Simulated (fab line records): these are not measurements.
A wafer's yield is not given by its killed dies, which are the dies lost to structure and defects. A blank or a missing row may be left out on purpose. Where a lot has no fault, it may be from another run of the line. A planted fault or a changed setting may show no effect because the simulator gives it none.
fab line records ; flow n5Finfet ; part 2 of 2: steps 24 to 35 of 35
record: lots: 5; wafers: 15; lastDay: 19
route steps=1938 shown BEOL_M6@1196
lots that met no fault: taken from a fault-free run of the same line
startH: the number of hours between the record's first day and the start of the first shown wafer of the lot ; waitH: time in hours since the lot's previous step ; " the same as in the row above ; L1.1+2: one row covering several wafers at once ; - value missing, or start not given ; * or withheld: withheld ; < > ~ a bound
route shown NAME@n: names a module that has steps shown in the file, with the first one's number in the route ; usual: mean and standard deviation over wafers with no fault ; same: alike in all rows ; chamber/n: place in a boat ; sites: the reading at each site ; _std_site: the standard deviation of these ; _edge_site: outer sites' mean less inner sites' ; radiusMm: for every site, how far away it sits from the centre of the wafer ; mask NAME#n: copy n ; behind: the most recent tool/chamber to have shaped the wafer ; hold: what put the lot on hold/how long, in hours/how the hold closed ; device: whichever transistor did not switch (one of n, p or np) ; end of line: tests of these same wafers at the route's end ; a step without rows: its recipe alone ; killed: dies lost to structure and defects at the first sort, not the wafer's yield ; map: a wafer's dies, x killed, . not, _ none there
set.NAME: the setting the step ran with; set.NAME@STEP: the setting that earlier step ran with ; model.NAME: the simulator's own value behind a step, which no gauge read
lots seen at some steps along the route; tables by step, rows by wafer
services: from which hour (startH, from the record's first day; less than 0 if before it) a tool's chamber was out of use, for how many hours, and why
== steps ==
step: N5_BEOL_M6_COAT_64
recipe: resist: SiARC; tempC: 220; timeS: 60; spinRpm: 1500; resistThkNm: 12
lot.wafer;tool;chamber;startH;waitH
L081.2+5+6;lithoTrack-01;0;-;-
L086.1+4+5;lithoTrack-03;0;-;-
L087.1+2+5;lithoTrack-02;0;-;-
L089.1+3+6;lithoTrack-03;0;-;-
L096.2+4+5;lithoTrack-01;0;-;-
step: N5_BEOL_M6_COAT_71
recipe: resist: underlayer; tempC: 205; timeS: 60; spinRpm: 1500; resistThkNm: 5
lot.wafer;tool;chamber;startH;waitH
L081.2+5+6;lithoTrack-01;0;-;-
L086.1+4+5;lithoTrack-03;0;-;-
L087.1+2+5;lithoTrack-02;0;-;-
L089.1+3+6;lithoTrack-03;0;-;-
L096.2+4+5;lithoTrack-01;0;-;-
step: N5_BEOL_M6_COAT_22
recipe: resist: CAR-EUV; spinRpm: 1500; resistThkNm: 30
lot.wafer;tool;chamber;startH;waitH
L081.2+5+6;lithoTrack-01;0;-;-
L086.1+4+5;lithoTrack-03;0;-;-
L087.1+2+5;lithoTrack-02;0;-;-
L089.1+3+6;lithoTrack-03;0;-;-
L096.2+4+5;lithoTrack-01;0;-;-
step: N5_BEOL_M6_EBR_24
recipe: solvent: PGMEA; ebrWidthMm: 1.5
same: ebrWidthMm: 1.5
lot.wafer;tool;chamber;startH;waitH
L081.2+5+6;lithoTrack-01;0;-;-
L086.1+4+5;lithoTrack-03;0;-;-
L087.1+2+5;lithoTrack-02;0;-;-
L089.1+3+6;lithoTrack-03;0;-;-
L096.2+4+5;lithoTrack-01;0;-;-
step: N5_BEOL_M6_SOFTBAKE_23
recipe: tempC: 110; timeS: 60; resist: CAR-EUV
lot.wafer;tool;chamber;startH;waitH
L081.2+5+6;lithoTrack-01;0;-;-
L086.1+4+5;lithoTrack-03;0;-;-
L087.1+2+5;lithoTrack-02;0;-;-
L089.1+3+6;lithoTrack-03;0;-;-
L096.2+4+5;lithoTrack-01;0;-;-
step: N5_BEOL_M6_EXPOSE_25
recipe: maskId: V5; na: 0.33; sourceShape: annular; sigmaInner: 0.4; sigmaOuter: 0.8; polarization: unpolarized; targetCdNm: 40; doseMj: 45
usual: stageMsdNm: 0.909/0.014
same: na: 0.33; sigmaInner: 0.4
lot.wafer;tool;chamber;startH;waitH;mask;stageMsdNm
L081.2;euvScanner-01;0;290.56;-;V5#0;0.894
L081.5;euvScanner-01;0;290.56;-;V5#0;0.895
L081.6;euvScanner-01;0;290.56;-;V5#0;0.895
L086.1;euvScanner-02;0;311.84;-;V5#0;0.927
L086.4;euvScanner-02;0;311.84;-;V5#0;0.929
L086.5;euvScanner-02;0;311.84;-;V5#0;0.927
L087.1;euvScanner-02;0;334.03;-;V5#0;0.926
L087.2;euvScanner-02;0;334.03;-;V5#0;0.927
L087.5;euvScanner-02;0;334.03;-;V5#0;0.923
L089.1;euvScanner-02;0;334.34;-;V5#0;0.926
L089.3;euvScanner-02;0;334.34;-;V5#0;0.922
L089.6;euvScanner-02;0;334.34;-;V5#0;0.925
L096.2;euvScanner-02;0;373.02;-;V5#0;0.919
L096.4;euvScanner-02;0;373.02;-;V5#0;0.913
L096.5;euvScanner-02;0;373.02;-;V5#0;0.916
step: N5_BEOL_M6_PEB_26
recipe: pebTempC: 100; pebTimeS: 60; resist: CAR-EUV
lot.wafer;tool;chamber;startH;waitH
L081.2+5+6;lithoTrack-02;0;290.62;0.1
L086.1+4+5;lithoTrack-01;0;311.91;0.1
L087.1+2+5;lithoTrack-02;0;334.09;0.1
L089.1+3+6;lithoTrack-01;0;334.41;0.1
L096.2+4+5;lithoTrack-03;0;373.08;0.1
step: N5_BEOL_M6_DEVELOP_27
recipe: developTimeS: 30; developer: TMAH; resist: CAR-EUV; rinseLiquid: surfactantRinse; dry: airSpin; devTempC: 23
same: developTimeS: 30
lot.wafer;tool;chamber;startH;waitH
L081.2+5+6;lithoTrack-02;0;-;-
L086.1+4+5;lithoTrack-01;0;-;-
L087.1+2+5;lithoTrack-02;0;-;-
L089.1+3+6;lithoTrack-01;0;-;-
L096.2+4+5;lithoTrack-03;0;-;-
step: N5_BEOL_M6_CD_MEAS_28
recipe: targetCdNm: 40; landingEnergyEv: 500; detector: seInlens
usual: cdNm: 40.02/0.22
lot.wafer;tool;chamber;startH;waitH;cdNm
L081.2;cdSem-02;0;290.68;-;40.00
L081.5;cdSem-02;0;290.68;-;40.27
L081.6;cdSem-02;0;290.68;-;40.04
L086.1;cdSem-03;0;311.97;-;40.11
L086.4;cdSem-03;0;311.97;-;40.36
L086.5;cdSem-03;0;311.97;-;40.12
L087.1;cdSem-01;0;334.16;-;39.79
L087.2;cdSem-01;0;334.16;-;39.71
L087.5;cdSem-01;0;334.16;-;39.95
L089.1;cdSem-03;0;334.48;-;39.99
L089.3;cdSem-03;0;334.48;-;39.80
L089.6;cdSem-03;0;334.48;-;40.09
L096.2;cdSem-01;0;373.15;-;40.03
L096.4;cdSem-01;0;373.15;-;40.05
L096.5;cdSem-01;0;373.15;-;40.15
step: N5_BEOL_M6_OVL_MEAS_29
recipe: pointsPerWafer: 522
usual: V5_OVL: 0.1/0.77
lot.wafer;tool;chamber;startH;waitH;V5_OVL[nm]
L081.2;overlay-01;0;290.72;0.0;0.4
L081.5;overlay-01;0;290.72;0.0;0.4
L081.6;overlay-01;0;290.72;0.0;0.1
L086.1;overlay-02;0;312.00;0.0;1.1
L086.4;overlay-02;0;312.00;0.0;0.7
L086.5;overlay-02;0;312.00;0.0;0.5
L087.1;overlay-02;0;334.19;0.0;0.9
L087.2;overlay-02;0;334.19;0.0;1.4
L087.5;overlay-02;0;334.19;0.0;0.1
L089.1;overlay-02;0;334.51;0.0;0.1
L089.3;overlay-02;0;334.51;0.0;0.5
L089.6;overlay-02;0;334.51;0.0;0.5
L096.2;overlay-01;0;373.19;0.0;0.8
L096.4;overlay-01;0;373.19;0.0;1.5
L096.5;overlay-01;0;373.19;0.0;1.0
step: N5_BEOL_M6_INSPECT_30
recipe: mode: adi; inspectInstrument: brightfield
usual: rawDefectCount: 421/93
lot.wafer;tool;chamber;startH;waitH;rawDefectCount
L081.2;defectInspect-01;-;290.77;0.0;395
L081.5;defectInspect-01;-;290.77;0.0;376
L081.6;defectInspect-01;-;290.77;0.0;457
L086.1;defectInspect-02;-;312.06;0.1;462
L086.4;defectInspect-02;-;312.06;0.1;545
L086.5;defectInspect-02;-;312.06;0.1;399
L087.1;defectInspect-01;-;334.25;0.1;477
L087.2;defectInspect-01;-;334.25;0.1;368
L087.5;defectInspect-01;-;334.25;0.1;362
L089.1;defectInspect-02;-;334.57;0.1;330
L089.3;defectInspect-02;-;334.57;0.1;359
L089.6;defectInspect-02;-;334.57;0.1;351
L096.2;defectInspect-02;-;373.24;0.0;513
L096.4;defectInspect-02;-;373.24;0.0;590
L096.5;defectInspect-02;-;373.24;0.0;318
step: N5_BEOL_M6_DESCUM_33
recipe: chemistry: O2; timeS: 7; sourcePowerW: 50; biasPowerW: 20; pressureMtorr: 20; rfFrequencyHz: 2.712e+07; tempC: 40; resist: CAR-EUV; o2FlowSccm: 225
usual: drypumpMotorCurrentA: 5.8/0.43; oesProductAu: 0.77/0.094; rfVppV: 243.1/1.1; showerheadPlenumPTorr: 2.09/0.04; throttleValvePct: 20.37/0.2
lot.wafer;tool;chamber;startH;waitH;drypumpMotorCurrentA;oesProductAu;rfHoursCounterH;rfVppV;showerheadPlenumPTorr;throttleValvePct
L081.2;rieDiel-02;2;290.81;0.0;4.9;0.70;212;242.4;2.07;20.75
L081.5;rieDiel-02;1;290.81;0.0;5.6;0.70;-;241.9;2.06;20.53
L081.6;rieDiel-02;0;290.81;0.0;6.2;0.80;-;243.1;2.11;20.44
L086.1;rieDiel-02;2;312.28;0.2;4.8;0.70;218;243.2;2.07;20.77
L086.4;rieDiel-02;3;312.28;0.2;5.8;0.92;17;244.8;2.13;20.21
L086.5;rieDiel-02;3;312.28;0.2;5.8;0.94;-;243.6;2.13;20.20
L087.1;rieDiel-02;3;334.29;0.0;5.8;0.91;25;242.4;2.13;20.20
L087.2;rieDiel-02;1;334.29;0.0;5.6;0.68;237;242.2;2.05;20.55
L087.5;rieDiel-02;2;334.29;0.0;4.9;0.69;-;242.9;2.07;20.77
L089.1;rieDiel-05;1;334.60;0.0;6.3;0.80;92;241.7;2.03;20.23
L089.3;rieDiel-05;3;334.60;0.0;5.5;0.70;224;244.5;2.15;20.40
L089.6;rieDiel-05;0;334.60;0.0;6.1;0.70;-;244.3;2.08;20.53
L096.2;rieDiel-04;1;373.54;0.3;5.3;0.91;22;242.7;2.13;20.01
L096.4;rieDiel-04;1;373.54;0.3;5.3;0.91;-;243.8;2.13;20.02
L096.5;rieDiel-04;3;373.54;0.3;5.3;0.89;-;244.2;2.13;20.27
== services ==
tool;chamber;startH;hours;kind
rieDiel-04;2;263.68;2.8;repair
euvScanner-01;-;273.28;1.0;pm
arfiScanner-03;-;274.78;1.3;pm
euvScanner-01;-;275.82;5.8;pm
rieDiel-04;-;278.67;4.3;pm
rieMetal-01;-;279.51;0.5;repair
euvScanner-02;-;289.88;1.2;repair
rieMetal-01;1;294.19;6.5;repair
arfiScanner-02;-;294.68;0.4;repair
arfiScanner-02;-;295.73;10.5;repair
rieDiel-05;1;302.74;4.3;repair
rieDiel-02;2;303.28;3.9;repair
euvScanner-02;-;306.92;1.0;pm
euvScanner-02;-;321.65;5.8;pm
arfiScanner-03;-;323.01;5.5;pm
arfiScanner-03;-;329.41;1.0;pm
arfiScanner-02;-;333.18;2.4;repair
euvScanner-02;-;336.77;4.6;pm
arfiScanner-02;-;343.82;3.9;pm
arfiScanner-02;-;351.34;1.1;repair
arfiScanner-03;-;358.78;1.0;pm
euvScanner-02;-;363.07;1.0;pm
rieDiel-02;2;364.20;19.8;repair
pecvd-02;-;364.95;0.5;repair
